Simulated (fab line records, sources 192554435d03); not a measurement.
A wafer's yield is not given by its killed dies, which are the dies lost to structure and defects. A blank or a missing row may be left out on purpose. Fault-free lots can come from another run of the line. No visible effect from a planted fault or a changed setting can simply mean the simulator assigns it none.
fab line records | flow n5Finfet
record: lots: 7 | wafers: 39
route steps=1938 shown FIN_CUT@169 DUMMY_GATE@246 SD_EPI_P@307
startH: the number of hours between the record's first day and the start of the first shown wafer of the lot | waitH: time in hours since the lot's previous step | " unchanged from the row above | L1.1+2: several wafers, shown together as one row | - value missing, or start not given | * or withheld: withheld | < > ~ a bound
route shown NAME@n: NAME is a module with steps in the file, n the number in the route of the first one | usual: mean and standard deviation over wafers with no fault | same: alike in all rows | chamber/n: place in a boat | sites: the reading at each site | _std_site: the values' standard deviation | _edge_site: mean of outer sites minus mean of inner sites | radiusMm: how far each site lies from the wafer's centre | mask NAME#n: copy n | behind: the most recent tool/chamber to have shaped the wafer | hold: the reason the lot was held/the length of the hold in hours/how it ended | device: which transistor (n, p or np) failed to switch | end of line: at the end of the route, the tests of the same wafers | for a step that has no rows: nothing shown but its recipe | killed: dies lost to structure and defects at the first sort, not the wafer's yield | map: the dies of a wafer, with x for killed, . for not killed, _ for no die there
set.NAME: the run value of the setting; set.NAME@STEP: its run value at that earlier step | model.NAME: the simulator's own value behind a step, which no gauge read
lots where settings were altered on purpose, with a table for each step and a row for each wafer
== steps ==
step: N5_FIN_CUT_ETCH_21
recipe: chemistry: N2/H2 | target: SOC | targetDepthA: 2190 | overetchA: 438 | maskMaterial: SiARC | tempC: 40 | ionEnergyEv: 100 | biasW: 61 | timeS: 523.5 | pressureMtorr: 30 | sourceW: 850 | n2FlowSccm: 200 | h2FlowSccm: 200
usual: rfVppV: 240.4/1.3
lot.wafer | tool       | chamber | startH | waitH | set.biasW | rfVppV | model.SiARC_of_FIN_CUT_COAT_19.thkNm
L074.1    | rieDiel-01 | 2       | 27.68  | 0.0   | 61        | 241.7  | 12
L074.2    | "          | 0       | "      | "     | 70.86     | 264.6  | 11.2
L074.3    | "          | 1       | "      | "     | 70.86     | 266.6  | 11.2
L074.4    | "          | 3       | "      | "     | 61        | 238.5  | 11.8
L074.5    | "          | 0       | "      | "     | 70.86     | 264.7  | 11
L074.6    | "          | 3       | "      | "     | 61        | 239.8  | 11.8
L078.1    | rieDiel-06 | 1       | 52.34  | 0.0   | 49.7      | 209.3  | 13
L078.2    | "          | 0       | "      | "     | 49.7      | 210.3  | 12.8
L078.3    | "          | 3       | "      | "     | 61        | 240.6  | 12
L078.4    | "          | 2       | "      | "     | 61        | 240.8  | 12
L078.5    | "          | 1       | "      | "     | 61        | 238.6  | 12
L078.6    | "          | 0       | "      | "     | 49.7      | 208.2  | 12.8
L084.1    | rieDiel-06 | 3       | 87.35  | 0.0   | 61        | 241.0  | 11.8
L084.2    | "          | 0       | "      | "     | 61        | 240.1  | 11.8
L084.3    | "          | 2       | "      | "     | 61        | 240.6  | 12
L084.4    | "          | 3       | "      | "     | 61        | 240.2  | 12
L084.5    | "          | 0       | "      | "     | 61        | 240.5  | 11.8
L084.6    | "          | 2       | "      | "     | 61        | 241.8  | 12
L086.1    | rieDiel-05 | 0       | 100.46 | 0.0   | 61        | 240.7  | 12
L086.4    | "          | 3       | "      | "     | 61        | 238.1  | 11.8
L086.5    | "          | 1       | "      | "     | 61        | 240.8  | 12
L087.1    | rieDiel-06 | 2       | 104.29 | 0.0   | 66.5      | 255.3  | 11.6
L087.2    | "          | 3       | "      | "     | 61        | 240.3  | 12
L087.3    | "          | 1       | "      | "     | 61        | 242.5  | 11.8
L087.4    | "          | 0       | "      | "     | 61        | 240.5  | 11.8
L087.5    | "          | 1       | "      | "     | 66.5      | 255.2  | 11.4
L087.6    | "          | 2       | "      | "     | 66.5      | 254.6  | 11.6
L089.1    | rieDiel-06 | 2       | 118.96 | 0.0   | 61        | 241.3  | 12
L089.2    | "          | 1       | "      | "     | 72.45     | 271.4  | 10.8
L089.3    | "          | 0       | "      | "     | 72.45     | 267.7  | 10.8
L089.4    | "          | 0       | "      | "     | 61        | 240.1  | 11.8
L089.5    | "          | 1       | "      | "     | 61        | 241.9  | 11.8
L089.6    | "          | 2       | "      | "     | 72.45     | 268.9  | 11
L092.1    | rieDiel-05 | 1       | 135.74 | 0.0   | 55.4      | 226.9  | 12.4
L092.2    | "          | 3       | "      | "     | 55.4      | 225.1  | 12.4
L092.3    | "          | 2       | "      | "     | 61        | 238.8  | 12
L092.4    | "          | 0       | "      | "     | 55.4      | 225.4  | 12.4
L092.5    | "          | 0       | "      | "     | 61        | 242.0  | 11.8
L092.6    | "          | 3       | "      | "     | 61        | 239.2  | 12
step: N5_DUMMY_GATE_ETCH_32
recipe: chemistry: CF4 | target: SiO2 | targetDepthA: 35 | timeS: 3.9 | ionEnergyEv: 350 | pressureMtorr: 10 | icpW: 800 | biasW: 400 | cf4FlowSccm: 80
lot.wafer | tool     | chamber | startH | waitH | set.timeS | model.etch.depthNm
L074.1    | rieSi-02 | 3       | 47.06  | 0.1   | 3.9       | 3.495
L074.2    | "        | 2       | "      | "     | 3.326     | 2.954
L074.3    | "        | 0       | "      | "     | 3.326     | 2.944
L074.4    | "        | 1       | "      | "     | 3.326     | 2.922
L074.5    | "        | 3       | "      | "     | 3.9       | 3.494
L074.6    | "        | 2       | "      | "     | 3.9       | 3.473
L078.1    | rieSi-02 | 0       | 74.01  | 0.1   | 3.9       | 3.446
L078.2    | "        | 1       | "      | "     | 4.263     | 3.756
L078.3    | "        | 2       | "      | "     | 4.263     | 3.779
L078.4    | "        | 3       | "      | "     | 3.9       | 3.485
L078.5    | "        | 3       | "      | "     | 3.9       | 3.456
L078.6    | "        | 0       | "      | "     | 4.263     | 3.768
L084.1    | rieSi-02 | 2       | 107.23 | 0.1   | 3.9       | 3.498
L084.2    | "        | 0       | "      | "     | 3.9       | 3.5
L084.3    | "        | 3       | "      | "     | 3.9       | 3.511
L084.4    | "        | 1       | "      | "     | 3.344     | 2.926
L084.5    | "        | 1       | "      | "     | 3.344     | 2.977
L084.6    | "        | 2       | "      | "     | 3.344     | 3.006
L086.1    | rieSi-06 | 1       | 119.41 | 0.1   | 3.9       | 3.55
L086.4    | "        | 2       | "      | "     | 3.9       | 3.518
L086.5    | "        | 0       | "      | "     | 3.9       | 3.534
L087.1    | rieSi-02 | 2       | 128.12 | 0.1   | 3.9       | 3.475
L087.2    | "        | 1       | "      | "     | 3.9       | 3.444
L087.3    | "        | 3       | "      | "     | 3.9       | 3.529
L087.4    | "        | 0       | "      | "     | 3.9       | 3.457
L087.5    | "        | 3       | "      | "     | 3.9       | 3.53
L087.6    | "        | 0       | "      | "     | 3.9       | 3.479
L089.1    | rieSi-04 | 0       | 138.46 | 0.1   | 3.071     | 2.796
L089.2    | "        | 3       | "      | "     | 3.9       | 3.488
L089.3    | "        | 1       | "      | "     | 3.071     | 2.776
L089.4    | "        | 2       | "      | "     | 3.9       | 3.505
L089.5    | "        | 2       | "      | "     | 3.9       | 3.491
L089.6    | "        | 1       | "      | "     | 3.071     | 2.773
L092.1    | rieSi-04 | 1       | 154.93 | 0.1   | 4.562     | 4.116
L092.2    | "        | 3       | "      | "     | 3.9       | 3.491
L092.3    | "        | 0       | "      | "     | 3.9       | 3.558
L092.4    | "        | 2       | "      | "     | 3.9       | 3.525
L092.5    | "        | 3       | "      | "     | 4.562     | 4.093
L092.6    | "        | 0       | "      | "     | 4.562     | 4.158
step: N5_DUMMY_GATE_ETCH_44
recipe: chemistry: HBr/O2 | overEtchFrac: 0.7 | targetDepthA: 1275 | stopOn: SiO2 | ionEnergyEv: 60 | biasW: 20 | target: poly-Si | maskMaterial: SiO2 | pressureMtorr: 20 | icpW: 400 | HBr_flow_sccm: 120 | O2_flow_sccm: 10
usual: oesProductAu: 0.719/0.0085
lot.wafer | tool     | chamber | startH | waitH | set.targetDepthA | oesProductAu
L074.1    | rieSi-02 | 3       | 47.15  | 0.0   | 1275             | 0.710
L074.2    | "        | 2       | "      | "     | 1155             | 0.747
L074.3    | "        | 0       | "      | "     | 1275             | 0.714
L074.4    | "        | 1       | "      | "     | 1155             | 0.747
L074.5    | "        | 3       | "      | "     | 1155             | 0.751
L074.6    | "        | 2       | "      | "     | 1275             | 0.718
L078.1    | rieSi-02 | 0       | 74.10  | 0.0   | 1275             | 0.712
L078.2    | "        | 1       | "      | "     | 1275             | 0.701
L078.3    | "        | 2       | "      | "     | 1115             | 0.767
L078.4    | "        | 3       | "      | "     | 1275             | 0.719
L078.5    | "        | 3       | "      | "     | 1115             | 0.758
L078.6    | "        | 0       | "      | "     | 1115             | 0.768
L084.1    | rieSi-02 | 2       | 107.32 | 0.0   | 1275             | 0.719
L084.2    | "        | 0       | "      | "     | 1275             | 0.723
L084.3    | "        | 3       | "      | "     | 1193             | 0.738
L084.4    | "        | 1       | "      | "     | 1193             | 0.735
L084.5    | "        | 1       | "      | "     | 1193             | 0.739
L084.6    | "        | 2       | "      | "     | 1275             | 0.716
L086.1    | rieSi-06 | 1       | 119.50 | 0.0   | 1275             | 0.726
L086.4    | "        | 2       | "      | "     | 1275             | 0.733
L086.5    | "        | 0       | "      | "     | 1275             | 0.714
L087.1    | rieSi-02 | 2       | 128.21 | 0.0   | 1275             | 0.723
L087.2    | "        | 1       | "      | "     | 1275             | 0.719
L087.3    | "        | 3       | "      | "     | 1361             | 0.693
L087.4    | "        | 0       | "      | "     | 1361             | 0.694
L087.5    | "        | 3       | "      | "     | 1361             | 0.698
L087.6    | "        | 0       | "      | "     | 1275             | 0.721
L089.1    | rieSi-04 | 0       | 138.55 | 0.0   | 1275             | 0.726
L089.2    | "        | 3       | "      | "     | 1275             | 0.723
L089.3    | "        | 1       | "      | "     | 1275             | 0.711
L089.4    | "        | 2       | "      | "     | 1275             | 0.733
L089.5    | "        | 2       | "      | "     | 1275             | 0.729
L089.6    | "        | 1       | "      | "     | 1275             | 0.707
L092.1    | rieSi-04 | 1       | 155.02 | 0.0   | 1191             | 0.728
L092.2    | "        | 3       | "      | "     | 1191             | 0.759
L092.3    | "        | 0       | "      | "     | 1191             | 0.750
L092.4    | "        | 2       | "      | "     | 1275             | 0.736
L092.5    | "        | 3       | "      | "     | 1275             | 0.727
L092.6    | "        | 0       | "      | "     | 1275             | 0.726
step: N5_DUMMY_GATE_ETCH_42
recipe: chemistry: CHF3/O2 | target: SiO2 | targetDepthA: 35 | timeS: 31 | ionEnergyEv: 30 | biasW: 12 | pressureMtorr: 30 | sourceW: 600 | Ar_flow_sccm: 200 | CHF3_flow_sccm: 50 | O2_flow_sccm: 5
usual: rfVppV: 42.4/0.83
lot.wafer | tool       | chamber | startH | waitH | set.biasW | rfVppV
L074.1    | rieDiel-05 | 0       | 47.31  | 0.0   | 12        | 42.9
L074.2    | "          | 2       | "      | "     | 12        | 41.9
L074.3    | "          | 1       | "      | "     | 12        | 42.5
L074.4    | "          | 3       | "      | "     | 12        | 42.1
L074.5    | "          | 1       | "      | "     | 12        | 42.2
L074.6    | "          | 2       | "      | "     | 12        | 41.7
L078.1    | rieDiel-06 | 3       | 74.26  | 0.0   | 12        | 43.9
L078.2    | "          | 0       | "      | "     | 12        | 43.4
L078.3    | "          | 2       | "      | "     | 12        | 42.7
L078.4    | "          | 2       | "      | "     | 12        | 43.1
L078.5    | "          | 0       | "      | "     | 12        | 41.7
L078.6    | "          | 3       | "      | "     | 12        | 41.6
L084.1    | rieDiel-06 | 1       | 107.48 | 0.0   | 10.52     | 37.7
L084.2    | "          | 3       | "      | "     | 12        | 43.9
L084.3    | "          | 2       | "      | "     | 12        | 44.1
L084.4    | "          | 0       | "      | "     | 12        | 42.5
L084.5    | "          | 1       | "      | "     | 10.52     | 37.8
L084.6    | "          | 2       | "      | "     | 10.52     | 38.4
L086.1    | rieDiel-06 | 0       | 119.66 | 0.0   | 12        | 42.4
L086.4    | "          | 0       | "      | "     | 12        | 42.7
L086.5    | "          | 1       | "      | "     | 12        | 42.6
L087.1    | rieDiel-06 | 2       | 128.47 | 0.1   | 12        | 41.3
L087.2    | "          | 1       | "      | "     | 13.18     | 45.0
L087.3    | "          | 0       | "      | "     | 12        | 42.0
L087.4    | "          | 1       | "      | "     | 12        | 42.8
L087.5    | "          | 0       | "      | "     | 13.18     | 44.7
L087.6    | "          | 2       | "      | "     | 13.18     | 46.0
L089.1    | rieDiel-05 | 2       | 138.71 | 0.0   | 12        | 41.1
L089.2    | "          | 0       | "      | "     | 12        | 43.6
L089.3    | "          | 1       | "      | "     | 12        | 41.9
L089.4    | "          | 3       | "      | "     | 12        | 42.9
L089.5    | "          | 2       | "      | "     | 12        | 41.6
L089.6    | "          | 1       | "      | "     | 12        | 44.0
L092.1    | rieDiel-06 | 3       | 155.18 | 0.0   | 14.15     | 48.8
L092.2    | "          | 1       | "      | "     | 14.15     | 47.1
L092.3    | "          | 2       | "      | "     | 12        | 41.5
L092.4    | "          | 0       | "      | "     | 12        | 42.3
L092.5    | "          | 3       | "      | "     | 14.15     | 47.6
L092.6    | "          | 0       | "      | "     | 12        | 41.1
step: N5_SD_EPI_P_ETCH_36
recipe: chemistry: CF4 | target: SiARC | targetDepthA: 455 | maskMaterial: CAR-ArF-block | timeS: 75.8 | ionEnergyEv: 80 | pressureMtorr: 40 | sourceW: 545 | biasW: 36 | Ar_flow_sccm: 100 | cf4FlowSccm: 100 | ends: cleared
usual: etchRfOnTimeS: 75.7/1 | rfVppV: 184.0/1.1
lot.wafer | tool       | chamber | startH | waitH | set.biasW | etchRfOnTimeS | rfVppV
L074.1    | rieDiel-05 | 3       | 54.61  | 0.0   | 36        | 75.8          | 181.9
L074.2    | "          | 0       | "      | "     | 36        | 76.5          | 183.8
L074.3    | "          | 2       | "      | "     | 36        | 77.7          | 185.3
L074.4    | "          | 1       | "      | "     | 36        | 75.8          | 186.0
L074.5    | "          | 2       | "      | "     | 36        | 77.4          | 183.5
L074.6    | "          | 3       | "      | "     | 36        | 75.5          | 182.8
L078.1    | rieDiel-01 | 2       | 80.39  | 0.0   | 36        | 76.7          | 183.6
L078.2    | "          | 1       | "      | "     | 33.77     | 77.5          | 177.0
L078.3    | "          | 3       | "      | "     | 33.77     | 77.1          | 175.5
L078.4    | "          | 0       | "      | "     | 36        | 76.1          | 183.4
L078.5    | "          | 3       | "      | "     | 33.77     | 77.1          | 175.0
L078.6    | "          | 0       | "      | "     | 36        | 75.8          | 183.5
L084.1    | rieDiel-01 | 2       | 113.56 | 0.0   | 32.3      | 79.5          | 172.1
L084.2    | "          | 1       | "      | "     | 32.3      | 78.5          | 171.6
L084.3    | "          | 3       | "      | "     | 36        | 76.1          | 182.8
L084.4    | "          | 0       | "      | "     | 32.3      | 79.2          | 172.7
L084.5    | "          | 3       | "      | "     | 36        | 76.1          | 183.2
L084.6    | "          | 2       | "      | "     | 36        | 77.1          | 184.4
L086.1    | rieDiel-01 | 1       | 126.68 | 0.0   | 36        | 75.3          | 185.2
L086.4    | "          | 3       | "      | "     | 36        | 75.2          | 183.1
L086.5    | "          | 0       | "      | "     | 36        | 76.2          | 184.5
L087.1    | rieDiel-06 | 0       | 136.36 | 0.0   | 41.14     | 71.0          | 199.2
L087.2    | "          | 1       | "      | "     | 41.14     | 70.2          | 202.2
L087.3    | "          | 2       | "      | "     | 36        | 76.8          | 186.1
L087.4    | "          | 1       | "      | "     | 36        | 73.3          | 185.8
L087.5    | "          | 0       | "      | "     | 41.14     | 70.5          | 199.8
L087.6    | "          | 2       | "      | "     | 36        | 76.2          | 184.6
L089.1    | rieDiel-01 | 1       | 144.52 | 0.0   | 41.14     | 71.9          | 201.9
L089.2    | "          | 3       | "      | "     | 41.14     | 72.0          | 198.7
L089.3    | "          | 2       | "      | "     | 36        | 76.3          | 184.5
L089.4    | "          | 0       | "      | "     | 36        | 75.3          | 184.7
L089.5    | "          | 2       | "      | "     | 36        | 76.5          | 183.5
L089.6    | "          | 1       | "      | "     | 41.14     | 72.1          | 202.4
L092.1    | rieDiel-01 | 0       | 162.29 | 0.0   | 38.63     | 73.8          | 194.2
L092.2    | "          | 1       | "      | "     | 38.63     | 73.7          | 193.0
L092.3    | "          | 2       | "      | "     | 36        | 75.7          | 183.5
L092.4    | "          | 0       | "      | "     | 38.63     | 73.8          | 193.0
L092.5    | "          | 2       | "      | "     | 36        | 75.5          | 184.0
L092.6    | "          | 1       | "      | "     | 36        | 76.1          | 184.0
== key ==
split: step: N5_FIN_CUT_ETCH_21 | setting: biasW | stated: 61 | by: wafer
response: step: N5_FIN_CUT_ETCH_21 | reading: rfVppV | change: +1.57 | per: 1% | r: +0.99
response: step: N5_FIN_CUT_ETCH_21 | reading: model.SiARC_of_FIN_CUT_COAT_19.thkNm | change: -0.0481 | per: 1% | r: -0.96
split: step: N5_DUMMY_GATE_ETCH_32 | setting: timeS | stated: 3.9 | by: wafer
response: step: N5_DUMMY_GATE_ETCH_32 | reading: model.etch.depthNm | change: +0.0351 | per: 1% | r: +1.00
split: step: N5_DUMMY_GATE_ETCH_44 | setting: targetDepthA | stated: 1275 | by: wafer
response: step: N5_DUMMY_GATE_ETCH_44 | reading: oesProductAu | change: -0.00371 | per: 1% | r: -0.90
split: step: N5_DUMMY_GATE_ETCH_42 | setting: biasW | stated: 12 | by: wafer
response: step: N5_DUMMY_GATE_ETCH_42 | reading: rfVppV | change: +0.369 | per: 1% | r: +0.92
split: step: N5_SD_EPI_P_ETCH_36 | setting: biasW | stated: 36 | by: wafer
response: step: N5_SD_EPI_P_ETCH_36 | reading: etchRfOnTimeS | change: * | per: 1% | r: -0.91
response: step: N5_SD_EPI_P_ETCH_36 | reading: rfVppV | change: +1.13 | per: 1% | r: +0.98
